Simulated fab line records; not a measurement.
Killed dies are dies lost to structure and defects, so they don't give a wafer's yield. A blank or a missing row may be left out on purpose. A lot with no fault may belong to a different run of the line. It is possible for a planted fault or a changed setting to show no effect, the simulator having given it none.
Struck lot and sound lot, side by side	flow nand harc	39 steps out of a route of 1159
Sound: wafers L456.1, L456.3, L456.6. Struck: wafers L468.3, L468.4 (left out: L468.1, a lot-mate that was not struck); the cause follows at the end.
Per side, at each step with rows, come the tool, then ch with its chambers, and then its first start. Under that, the readings that differ: sound wafers	struck wafers	difference of the means	sigmas: that difference in standard deviations of wafers without a fault.
alike: readings whose means differ by less than 2 such deviations, and words and numbers that are the same on both sides. not compared: withheld readings, readings that some wafer has no value for, bounds like >300 that may hide the same value, and numbers for which the record gives no deviation and whose values overlap.
Wherever a step has rows on one side only, a row that says differs or no value, or a row with sigmas, the two part there. Numbers that don't overlap but have no deviation are shown without sigmas and don't part them. Lack of a reading on every wafer of one side parts them only where that side has two or more wafers.

first, 11 steps without rows for these wafers: NHARC_A_CONTACT_ETCH_122 (etches the open film in C4F8/O2/Ar, time 95 s, target depth 930 nm); NHARC_A_CONTACT_ETCH_123 (etches the open film in C4F8/O2/Ar, time 253 s, target depth 1090 nm); NHARC_A_CONTACT_ETCH_90 (etches the open film in CH3F/O2, target depth 40 nm, time 85.7 s); NHARC_A_CONTACT_ETCH_96 (etches the open film in C4F6/O2, target depth 20 nm, time 10 s); NHARC_A_CONTACT_STRIP_99 (strips in N2/H2); NHARC_A_CONTACT_STRIP_100 (strips in CF4/CHF3); NHARC_A_CONTACT_STRIP_101 (strips in O2/COS); NHARC_A_CONTACT_ETCH_102 (etches the open film in CF4/O2, target depth 70 nm, overetch 7 nm, time 38.5 s); NHARC_A_CONTACT_STRIP_55 (strips in O2); NHARC_A_CONTACT_STRIP_56 (strips in post etch residue remover, time 600 s); NHARC_A_CONTACT_DEP_57 (deposits aC, target thk 2800 nm).
NHARC_A_CONTACT_DEP_58: deposits SiON, target thk 60 nm.
  sound on pecvd-04 ch 0,1, day 18 17:53; struck on pecvd-04 ch 2, day 22 00:02
  alike: heater power w, susceptor temp C
  not compared: since wet clean h
then, 26 steps without rows for these wafers: NHARC_A_CONTACT_DEHYDRATE_59 (time 120 s); NHARC_A_CONTACT_HMDS_60 (time 30 s); NHARC_A_CONTACT_COAT_61 (time 75 s); NHARC_A_CONTACT_COAT_62 (time 65 s); NHARC_A_CONTACT_COAT_63 (resist thk 90 nm); NHARC_A_CONTACT_SOFTBAKE_64 (time 55 s); NHARC_A_CONTACT_EBR_65; NHARC_A_CONTACT_EXPOSE_66 (exposes mask A CC 2); NHARC_A_CONTACT_PEB_67 (peb time 65 s); NHARC_A_CONTACT_DEVELOP_68 (develop time 35 s); NHARC_A_CONTACT_DESCUM_74 (chemistry O2, time 3 s); NHARC_A_CONTACT_ETCH_75 (etches the open film in CF4, target depth 39 nm, time 65 s); NHARC_A_CONTACT_ETCH_76 (etches the open film in N2/H2, target depth 260 nm, time 475.3 s); NHARC_A_CONTACT_ETCH_77 (etches the open film in CF4/CHF3, target depth 72.6 nm, time 36.3 s); NHARC_A_CONTACT_ETCH_78 (etches the open film in O2/COS, target depth 2800 nm, time 728 s); NHARC_A_CONTACT_ETCH_124 (etches the open film in C4F8/O2/Ar, time 140 s, target depth 700 nm); NHARC_A_CONTACT_ETCH_125 (etches the open film in C4F8/O2/Ar, time 155 s, target depth 956 nm); NHARC_A_CONTACT_ETCH_126 (etches the open film in C4F8/O2/Ar, time 155 s, target depth 956 nm); NHARC_A_CONTACT_ETCH_127 (etches the open film in C4F8/O2/Ar, time 155 s, target depth 956 nm); NHARC_A_CONTACT_ETCH_128 (etches the open film in C4F8/O2/Ar, time 155 s, target depth 956 nm); NHARC_A_CONTACT_ETCH_129 (etches the open film in C4F8/O2/Ar, time 155 s, target depth 956 nm); NHARC_A_CONTACT_ETCH_130 (etches the open film in C4F8/O2/Ar, time 155 s, target depth 956 nm); NHARC_A_CONTACT_ETCH_131 (etches the open film in C4F8/O2/Ar, time 155 s, target depth 956 nm); NHARC_A_CONTACT_ETCH_132 (etches the open film in C4F8/O2/Ar, time 156 s, target depth 958 nm); NHARC_A_CONTACT_ETCH_133 (etches the open film in C4F8/O2/Ar, time 195 s, target depth 840 nm); NHARC_A_CONTACT_ETCH_91 (etches the open film in CH3F/O2, target depth 40 nm, time 85.7 s).
-- break in the record here, with 3 days between the starts of the struck wafers on either side (left off in module A_CONTACT, picked up again in module END, where the first step shown is number 1159 on the route) --
NHARC_END_SORT_01:
  here the record holds rows for the struck wafers (prober-01 ch 0, day 24 17:10) but none for the sound ones

== WHERE THEY PART ==
Within this record, at NHARC_END_SORT_01 only.

WHY: the cause the simulator had injected
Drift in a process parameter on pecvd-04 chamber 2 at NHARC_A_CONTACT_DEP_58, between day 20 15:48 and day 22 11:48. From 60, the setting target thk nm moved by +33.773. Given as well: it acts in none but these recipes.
